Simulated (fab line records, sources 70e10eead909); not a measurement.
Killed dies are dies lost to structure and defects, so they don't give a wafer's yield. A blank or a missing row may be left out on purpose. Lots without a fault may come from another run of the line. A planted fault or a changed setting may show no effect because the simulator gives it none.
fab line records | flow nand_harc | part 2 of 2: steps 5 to 6 of 6
record lots=24 wafers=72 last_day=33
route steps=1302 shown A_SGD_CUT@905 A_SLIT@923 A_WL_FILL@953 A_CONTACT@1028
lots that met no fault: from a run of the same line without faults
start_h: hours from the record's first day to the start of the lot's first wafer shown | wait_h: hours since the lot's step before | " the same as in the row above | L1.1+2: a row that stands for several wafers | - no value, or no start given | * or withheld: withheld | < > ~ a bound
route shown NAME@n: a module of which the file shows steps, and the number in the route of the first | usual: mean/standard deviation of fault-free wafers | same: alike in all rows | chamber/n: place in a boat | sites: the reading at each site | _std_site: their standard deviation | _edge_site: outer sites' mean less inner sites' | radius_mm: how far each site lies from the wafer's centre | mask NAME#n: copy n | behind: the tool/chamber that last shaped the wafer | hold: why the lot was held/for how many hours/how that ended | device: the transistor (n, p or np) that didn't switch | end of line: the same wafers' tests at the end of the route | a step without rows: its recipe alone | killed: dies lost to structure and defects at the first sort, not the wafer's yield | map: a wafer's dies, x killed, . not, _ none there
set.NAME: the setting as run; set.NAME@STEP: as run at that earlier step | model.NAME: the simulator's own value behind a step, which no gauge read
steps of the route over a sample of lots; a table a step, a row a wafer
services: from which hour (start_h, from the record's first day; less than 0 if before it) a tool's chamber was out of use, for how many hours, and why
## steps
# step NHARC_A_WL_FILL_RTA_01
# recipe temp_c=1000 time_s=5
# usual lamp_power_pct=27.9/0.42 lamp_zone_1_pct=27.9/0.42 lamp_zone_3_pct=27.9/0.42 wafer_temp_C_max=1003.7/0.98
# same time_s=5
# columns lot.wafer tool chamber start_h wait_h lamp_power_pct lamp_zone_1_pct lamp_zone_3_pct wafer_temp_C_max
L075.1 rtp_anneal-01 0 445.98 - 28.1 28.2 28.2 1002.6
L075.2 " 0 " " 28.2 28.1 28.2 1003.6
L075.3 " 0 " " 28.2 28.2 28.2 1003.0
L077.3 rtp_anneal-01 0 457.83 - 28.2 28.2 28.2 1002.6
L077.5 " 0 " " 28.2 28.2 28.2 1004.3
L077.6 " 0 " " 28.2 28.2 28.2 1003.7
L076.1 rtp_anneal-02 0 457.96 - 27.3 27.3 27.3 1004.1
L076.3 " 0 " " 27.3 27.4 27.3 1004.5
L076.5 " 0 " " 27.3 27.3 27.4 1004.0
L074.3 rtp_anneal-01 0 461.47 - 28.2 28.2 28.2 1004.1
L074.4 " 0 " " 28.2 28.2 28.2 1003.1
L074.5 " 0 " " 28.2 28.2 28.2 1004.7
L078.1 rtp_anneal-01 0 490.73 - 28.2 28.2 28.1 1003.5
L078.2 " 0 " " 28.2 28.2 28.2 1003.8
L078.5 " 0 " " 28.2 28.2 28.2 1003.4
L080.3 rtp_anneal-02 0 490.74 - 27.3 27.3 27.3 1004.5
L080.5 " 0 " " 27.4 27.4 27.3 1005.4
L080.6 " 0 " " 27.3 27.3 27.3 1006.3
L079.1 rtp_anneal-01 0 494.39 - 28.2 28.2 28.2 1003.1
L079.3 " 0 " " 28.2 28.2 28.2 1003.1
L079.6 " 0 " " 28.2 28.2 28.2 1004.5
L081.1 rtp_anneal-02 0 524.14 - 27.3 27.3 27.3 1004.3
L081.4 " 0 " " 27.3 27.3 27.4 1005.8
L081.6 " 0 " " 27.3 27.3 27.3 1004.9
L082.2 rtp_anneal-02 0 524.33 - 27.4 27.3 27.4 1004.6
L082.3 " 0 " " 27.3 27.4 27.3 1004.2
L082.4 " 0 " " 27.3 27.3 27.3 1003.5
L084.1 rtp_anneal-02 0 536.12 - 27.3 27.3 27.3 1003.9
L084.2 " 0 " " 27.3 27.3 27.3 1003.2
L084.4 " 0 " " 27.3 27.4 27.3 1003.6
L083.1 rtp_anneal-01 0 536.14 - 28.2 28.2 28.2 1003.0
L083.2 " 0 " " 28.2 28.2 28.2 1002.3
L083.6 " 0 " " 28.2 28.1 28.2 1003.7
L085.2 rtp_anneal-02 0 539.95 - 27.4 27.3 27.4 1004.4
L085.4 " 0 " " 27.3 27.3 27.3 1004.0
L085.6 " 0 " " 27.3 27.3 27.3 1004.3
L086.1 rtp_anneal-01 0 544.96 - 28.2 28.2 28.3 1003.2
L086.2 " 0 " " 28.2 28.2 28.2 1002.6
L086.6 " 0 " " 28.2 28.2 28.3 1003.7
L087.1 rtp_anneal-02 0 552.59 0.3 27.3 27.3 27.4 1005.1
L087.2 " 0 " " 27.4 27.4 27.3 1003.6
L087.5 " 0 " " 27.4 27.3 27.4 1005.2
L088.3 rtp_anneal-02 0 578.85 - 27.3 27.3 27.3 1004.0
L088.4 " 0 " " 27.3 27.4 27.3 1004.6
L088.5 " 0 " " 27.4 27.3 27.4 1004.1
L089.1 rtp_anneal-01 0 584.85 0.4 28.2 28.2 28.1 1003.5
L089.4 " 0 " " 28.2 28.2 28.2 1003.0
L089.5 " 0 " " 28.2 28.2 28.3 1002.3
L090.1 rtp_anneal-01 0 593.74 - 28.2 28.2 28.1 1003.1
L090.2 " 0 " " 28.2 28.2 28.2 1003.1
L090.5 " 0 " " 28.2 28.2 28.2 1002.7
L091.1 rtp_anneal-01 0 600.55 - 28.2 28.2 28.2 1003.7
L091.5 " 0 " " 28.1 28.1 28.2 1003.5
L091.6 " 0 " " 28.2 28.2 28.2 1002.9
L092.1 rtp_anneal-01 0 615.01 - 28.2 28.2 28.2 1002.6
L092.2 " 0 " " 28.2 28.2 28.2 1002.9
L092.5 " 0 " " 28.2 28.2 28.2 1003.1
L093.2 rtp_anneal-01 0 615.21 - 28.2 28.2 28.2 1003.5
L093.5 " 0 " " 28.2 28.2 28.2 1003.4
L093.6 " 0 " " 28.2 28.2 28.2 1002.8
L095.2 rtp_anneal-01 0 645.75 - 28.2 28.2 28.2 1002.6
L095.3 " 0 " " 28.2 28.2 28.2 1003.6
L095.6 " 0 " " 28.2 28.2 28.2 1003.8
L094.1 rtp_anneal-02 0 650.04 0.3 27.3 27.4 27.4 1003.4
L094.2 " 0 " " 27.3 27.4 27.4 1004.8
L094.6 " 0 " " 27.4 27.3 27.4 1005.7
L097.1 rtp_anneal-01 0 671.68 - 28.2 28.2 28.2 1004.8
L097.3 " 0 " " 28.2 28.2 28.2 1004.8
L097.6 " 0 " " 28.2 28.2 28.2 1004.3
L096.1 rtp_anneal-01 0 675.44 - 28.2 28.2 28.2 1003.5
L096.3 " 0 " " 28.2 28.2 28.2 1002.2
L096.4 " 0 " " 28.2 28.2 28.2 1003.6
# step NHARC_A_CONTACT_DEP_58
# recipe target_thk_a=900 target_thk_nm=90 temp_c=400 pressure_torr=3.5 flow_sccm=200 rf_w=350 material=SiON
# usual heater_power_w=763/100 susceptor_temp_C=399.97/0.2
# columns lot.wafer tool chamber start_h wait_h heater_power_w since_wet_clean_h susceptor_temp_C
L075.3 pecvd-04 2 482.81 1.6 826 44 399.71
L075.1 " 0 " " 707 44 400.37
L075.2 " 1 " " 834 44 400.32
L076.3 pecvd-03 1 494.42 1.7 626 139 400.24
L076.1 " 2 " " 648 139 399.96
L076.5 " 2 " " 635 - 399.71
L077.3 pecvd-04 2 495.68 1.6 840 56 400.03
L077.6 " 2 " " 718 - 400.26
L077.5 " 1 " " 841 - 399.67
L074.3 pecvd-03 0 497.57 1.6 641 142 399.93
L074.5 " 2 " " 609 - 400.11
L074.4 " 0 " " 649 - 399.61
L078.2 pecvd-02 2 526.17 2.1 911 129 399.99
L078.1 " 1 " " 682 129 399.96
L078.5 " 0 " " 913 - 400.32
L080.3 pecvd-04 1 527.35 1.7 832 88 399.78
L080.6 " 2 " " 862 - 400.03
L080.5 " 1 " " 848 - 400.16
L079.3 pecvd-04 0 530.47 1.6 681 91 399.84
L079.1 " 1 " " 790 91 399.75
L079.6 " 2 " " 760 - 400.09
L081.1 pecvd-04 1 557.93 2.7 832 119 399.91
L081.4 " 1 " " 832 - 399.91
L081.6 " 2 " " 832 - 400.31
L082.2 pecvd-03 2 559.08 2.2 668 23 400.16
L082.3 " 0 " " 730 23 399.59
L082.4 " 2 " " 666 - 400.08
L083.1 pecvd-04 1 574.28 3.1 707 135 399.89
L083.2 " 2 " " 849 135 399.66
L083.6 " 1 " " 727 - 399.89
L084.1 pecvd-03 1 575.40 2.7 692 39 399.98
L084.2 " 0 " " 723 39 400.32
L084.4 " 0 " " 728 - 400.09
L085.2 pecvd-04 2 577.67 2.2 844 138 400.01
L085.4 " 0 " " 709 - 400.07
L085.6 " 1 " " 804 - 400.09
L086.2 pecvd-02 0 589.53 2.1 976 12 400.09
L086.1 " 2 " " 966 12 400.30
L086.6 " 1 " " 822 - 399.68
L087.1 pecvd-04 0 594.32 2.7 681 155 400.28
L087.2 " 1 " " 787 155 399.99
L087.5 " 0 " " 696 - 400.14
L088.3 pecvd-02 1 614.55 2.0 785 37 400.32
L088.5 " 2 " " 968 - 399.92
L088.4 " 1 " " 790 - 400.33
L089.1 pecvd-04 0 621.16 2.7 703 1 399.92
L089.4 " 0 " " 742 - 400.05
L089.5 " 2 " " 725 - 399.96
L090.2 pecvd-03 2 630.64 2.2 673 94 399.97
L090.1 " 1 " " 680 94 399.80
L090.5 " 2 " " 531 - 400.22
L091.1 pecvd-02 2 635.58 2.7 983 58 400.09
L091.6 " 0 " " 885 - 400.06
L091.5 " 1 " " 767 - 399.92
L093.2 pecvd-03 2 649.52 2.2 658 113 399.67
L093.5 " 2 " " 662 - 400.09
L093.6 " 1 " " 698 - 399.84
L092.1 pecvd-03 2 651.20 2.7 657 115 400.13
L092.2 " 0 " " 651 115 400.19
L092.5 " 1 " " 654 - 399.91
L095.2 pecvd-02 0 682.06 2.2 881 104 399.94
L095.3 " 1 " " 793 104 400.03
L095.6 " 1 " " 821 - 399.97
L094.2 pecvd-03 0 683.25 2.2 703 147 400.05
L094.1 " 1 " " 731 147 399.69
L094.6 " 0 " " 706 - 399.97
L097.3 pecvd-02 0 706.28 1.7 931 128 399.96
L097.1 " 1 " " 807 128 399.88
L097.6 " 2 " " 943 - 399.99
L096.1 pecvd-04 2 710.97 2.7 836 91 400.15
L096.3 " 0 " " 706 91 400.13
L096.4 " 1 " " 717 - 399.78
## services
# columns tool chamber start_h hours kind
pecvd-04 - 392.18 0.6 repair
rie_diel-13 1 393.30 1.8 repair
pecvd-04 - 420.34 1.2 repair
pecvd-04 1 424.94 8.1 repair
pecvd-04 - 426.23 13.0 pm
rie_diel-09 1 439.12 5.7 repair
rie_diel-09 - 473.15 9.0 pm
rie_diel-08 - 475.24 0.2 repair
rie_diel-09 1 490.66 7.6 repair
rie_diel-13 - 495.03 9.0 pm
rie_diel-09 - 497.77 1.2 repair
rie_diel-08 - 520.80 9.0 pm
pecvd-02 - 565.00 13.0 pm
rie_diel-13 1 567.27 13.8 repair
pecvd-04 - 595.98 1.0 repair
rie_diel-13 0 600.41 8.4 repair
pecvd-04 - 607.23 13.0 pm
rie_diel-13 2 622.40 2.1 repair
rie_diel-13 3 627.44 1.7 repair
rie_diel-08 - 636.21 1.3 repair
pecvd-02 2 642.06 18.4 repair
rie_diel-13 1 649.00 7.9 repair
rie_diel-13 - 672.03 9.0 pm
rie_diel-08 - 697.80 9.0 pm
